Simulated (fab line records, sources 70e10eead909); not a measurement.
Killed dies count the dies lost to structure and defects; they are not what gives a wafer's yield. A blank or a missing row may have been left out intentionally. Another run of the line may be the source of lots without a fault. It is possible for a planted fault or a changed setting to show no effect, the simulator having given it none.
Which tool is to blame? / flow nandHarc / 13 lots, 35 wafers sampled, at 5 steps of a route of 1302

WHAT THE GAUGES READ, wafer by wafer
NHARC_P_CONTACT_CD_MEAS_19.
lot=L256; measured=day 5 22:38; on=cdSem-03; cdNm (nm)=89.9 91.1 85.6
lot=L257; measured=day 6 13:04; on=cdSem-01; cdNm (nm)=86.6 85.8 84.4
lot=L258; measured=day 6 15:46; on=cdSem-02; cdNm (nm)=91.6 88.7 88.3
lot=L259; measured=day 7 02:22; on=cdSem-02; cdNm (nm)=91.6 91.5 87.8
lot=L260; measured=day 7 17:05; on=cdSem-02; cdNm (nm)=89.6 89.3 88.5
lot=L261; measured=day 7 22:04; on=cdSem-02; cdNm (nm)=88.4 87.8 88.2
lot=L269; measured=day 11 04:51; on=cdSem-02; cdNm (nm)=85.5
lot=L271; measured=day 12 02:31; on=cdSem-03; cdNm (nm)=86.9 82.5 85.7
lot=L270; measured=day 12 05:40; on=cdSem-02; cdNm (nm)=87.9
lot=L273; measured=day 12 20:50; on=cdSem-01; cdNm (nm)=88.1 85.5 89.1
lot=L274; measured=day 13 09:10; on=cdSem-03; cdNm (nm)=87.3 91.0 89.9
lot=L277; measured=day 14 15:44; on=cdSem-02; cdNm (nm)=89.0 86.1 88.5
lot=L279; measured=day 15 08:43; on=cdSem-01; cdNm (nm)=89.2 88.2 86.4

NHARC_END_SORT_01.
lot=L271; measured=day 31 07:12; on=prober-02; killedAtArray=72 72; killedAtOther=2 0; killedAtPeriphery=3 2; killedDies=77 74; killedOpen=7 4; killedShort=2 6

TOOL THAT RAN EACH LOT (tool first, then ch and the chambers of the sampled wafers, then the start)
lot=L256; NHARC_P_CONTACT_ETCH_18=rieDiel-09 ch 1,3, day 5 22:38 or earlier; NHARC_P_CONTACT_PRE_CLEAN_39=pvdSputter-02, day 5 23:25; NHARC_P_CONTACT_CVD_23=cvdW-02 ch 0,1, no start
lot=L257; NHARC_P_CONTACT_ETCH_18=rieDiel-12 ch 1,2,3, day 6 13:04 or earlier; NHARC_P_CONTACT_PRE_CLEAN_39=pvdSputter-02, day 6 13:50; NHARC_P_CONTACT_CVD_23=cvdW-01 ch 0,1, no start
lot=L258; NHARC_P_CONTACT_ETCH_18=rieDiel-12 ch 1,2,3, day 6 15:46 or earlier; NHARC_P_CONTACT_PRE_CLEAN_39=pvdSputter-01, day 6 16:33; NHARC_P_CONTACT_CVD_23=cvdW-01 ch 0,1, no start
lot=L259; NHARC_P_CONTACT_ETCH_18=rieDiel-02 ch 1,2, day 7 02:22 or earlier; NHARC_P_CONTACT_PRE_CLEAN_39=pvdSputter-02, day 7 03:09; NHARC_P_CONTACT_CVD_23=cvdW-02 ch 0,1, no start
lot=L260; NHARC_P_CONTACT_ETCH_18=rieDiel-12 ch 1,2,3, day 7 17:05 or earlier; NHARC_P_CONTACT_PRE_CLEAN_39=pvdSputter-01, day 7 17:53; NHARC_P_CONTACT_CVD_23=cvdW-02 ch 0, no start
lot=L261; NHARC_P_CONTACT_ETCH_18=rieDiel-02 ch 0,3, day 7 22:04 or earlier; NHARC_P_CONTACT_PRE_CLEAN_39=pvdSputter-02, day 7 22:56; NHARC_P_CONTACT_CVD_23=cvdW-02 ch 0, no start
lot=L269; NHARC_P_CONTACT_ETCH_18=rieDiel-12 ch 0, day 11 04:51 or earlier; NHARC_P_CONTACT_PRE_CLEAN_39=pvdSputter-02, day 11 05:37; NHARC_P_CONTACT_CVD_23=cvdW-01 ch 1, no start
lot=L271; NHARC_P_CONTACT_ETCH_18=rieDiel-12 ch 1,2, day 12 02:31 or earlier; NHARC_P_CONTACT_PRE_CLEAN_39=pvdSputter-02, day 12 03:17; NHARC_P_CONTACT_CVD_23=cvdW-02 ch 0,1, day 31 07:12 or earlier
lot=L270; NHARC_P_CONTACT_ETCH_18=rieDiel-09 ch 1, day 12 05:40 or earlier; NHARC_P_CONTACT_PRE_CLEAN_39=pvdSputter-02, day 12 06:28; NHARC_P_CONTACT_CVD_23=cvdW-01 ch 1, no start
lot=L273; NHARC_P_CONTACT_ETCH_18=rieDiel-02 ch 1,2,3, day 12 20:50 or earlier; NHARC_P_CONTACT_PRE_CLEAN_39=pvdSputter-01, day 12 21:37; NHARC_P_CONTACT_CVD_23=cvdW-01 ch 0,1, no start
lot=L274; NHARC_P_CONTACT_ETCH_18=rieDiel-02 ch 1,2, day 13 09:10 or earlier; NHARC_P_CONTACT_PRE_CLEAN_39=pvdSputter-01, day 13 09:56; NHARC_P_CONTACT_CVD_23=cvdW-01 ch 0,1, no start
lot=L277; NHARC_P_CONTACT_ETCH_18=rieDiel-02 ch 1,2,3, day 14 15:44 or earlier; NHARC_P_CONTACT_PRE_CLEAN_39=pvdSputter-02, day 14 16:31; NHARC_P_CONTACT_CVD_23=cvdW-02 ch 0,1, no start
lot=L279; NHARC_P_CONTACT_ETCH_18=rieDiel-09 ch 0,2, day 15 08:43 or earlier; NHARC_P_CONTACT_PRE_CLEAN_39=pvdSputter-03, day 15 09:31; NHARC_P_CONTACT_CVD_23=cvdW-02 ch 0,1, no start
- NHARC_P_CONTACT_ETCH_18: etches the open film in C4F8/O2/Ar, target depth 481 nm, time 240.5 s.
- NHARC_P_CONTACT_PRE_CLEAN_39: time 19.5 s.
- NHARC_P_CONTACT_CVD_23: deposits W, target thk 200 nm, time 557 s.

WHAT THE TOOLS THEMSELVES READ (means of the sampled wafers that have a number; where no wafer has one, the mark that the record gives instead)
NHARC_P_CONTACT_ETCH_18.
lot=L256; tool=rieDiel-09; biasW (W)=1495; oesProductAu (a.u.)=0.964; rfVppV (V)=980
lot=L257; tool=rieDiel-12; biasW (W)=1495; oesProductAu (a.u.)=0.955; rfVppV (V)=984
lot=L258; tool=rieDiel-12; biasW (W)=1497; oesProductAu (a.u.)=0.981; rfVppV (V)=984
lot=L259; tool=rieDiel-02; biasW (W)=1500; oesProductAu (a.u.)=0.970; rfVppV (V)=973
lot=L260; tool=rieDiel-12; biasW (W)=1498; oesProductAu (a.u.)=0.974; rfVppV (V)=985
lot=L261; tool=rieDiel-02; biasW (W)=1501; oesProductAu (a.u.)=0.973; rfVppV (V)=984
lot=L269; tool=rieDiel-12; biasW (W)=1502; oesProductAu (a.u.)=0.958; rfVppV (V)=983
lot=L271; tool=rieDiel-12; biasW (W)=1497; oesProductAu (a.u.)=0.993; rfVppV (V)=986
lot=L270; tool=rieDiel-09; biasW (W)=1501; oesProductAu (a.u.)=0.971; rfVppV (V)=977
lot=L273; tool=rieDiel-02; biasW (W)=1498; oesProductAu (a.u.)=0.958; rfVppV (V)=978
lot=L274; tool=rieDiel-02; biasW (W)=1502; oesProductAu (a.u.)=0.969; rfVppV (V)=972
lot=L277; tool=rieDiel-02; biasW (W)=1497; oesProductAu (a.u.)=0.937; rfVppV (V)=977
lot=L279; tool=rieDiel-09; biasW (W)=1499; oesProductAu (a.u.)=0.974; rfVppV (V)=973

NHARC_P_CONTACT_CVD_23.
lot=L256; tool=cvdW-02; heaterPowerW (W)=559; throttleValvePct (%)=7.71
lot=L257; tool=cvdW-01; heaterPowerW (W)=393; throttleValvePct (%)=8.26
lot=L258; tool=cvdW-01; heaterPowerW (W)=388; throttleValvePct (%)=8.29
lot=L259; tool=cvdW-02; heaterPowerW (W)=536; throttleValvePct (%)=7.46
lot=L260; tool=cvdW-02; heaterPowerW (W)=549; throttleValvePct (%)=7.49
lot=L261; tool=cvdW-02; heaterPowerW (W)=546; throttleValvePct (%)=7.57
lot=L269; tool=cvdW-01; heaterPowerW (W)=414; throttleValvePct (%)=8.36
lot=L271; tool=cvdW-02; heaterPowerW (W)=554; throttleValvePct (%)=7.88
lot=L270; tool=cvdW-01; heaterPowerW (W)=413; throttleValvePct (%)=8.28
lot=L273; tool=cvdW-01; heaterPowerW (W)=383; throttleValvePct (%)=8.22
lot=L274; tool=cvdW-01; heaterPowerW (W)=398; throttleValvePct (%)=8.24
lot=L277; tool=cvdW-02; heaterPowerW (W)=549; throttleValvePct (%)=7.91
lot=L279; tool=cvdW-02; heaterPowerW (W)=552; throttleValvePct (%)=7.87

THE ANSWER, worked out from the rows above alone
Rule: what is usual is taken from the lots themselves. Put in order of their means at a reading, lots are off if they are a third of the lots or fewer, leave a main group of 4 or more, and stand apart from it by a gap of 3 or more times the standard deviation of the main group's means; of several such gaps the widest counts. The tables above print the reading to a certain number of digits; a main group whose means all agree to those digits is not used. Also off: a lot with no number at a reading for which 4 or more lots have one. The other lots that the step has rows for count as sound. First the gauges in route order, then the tools' own readings, where a lot's mean is used as printed above. At the first step where some lot is off, the reading lying furthest off is the one used; lots without a number count as furthest.
Nothing can be told from this: no lot is off at any reading shown.

WHAT THE SIMULATOR PUT IN
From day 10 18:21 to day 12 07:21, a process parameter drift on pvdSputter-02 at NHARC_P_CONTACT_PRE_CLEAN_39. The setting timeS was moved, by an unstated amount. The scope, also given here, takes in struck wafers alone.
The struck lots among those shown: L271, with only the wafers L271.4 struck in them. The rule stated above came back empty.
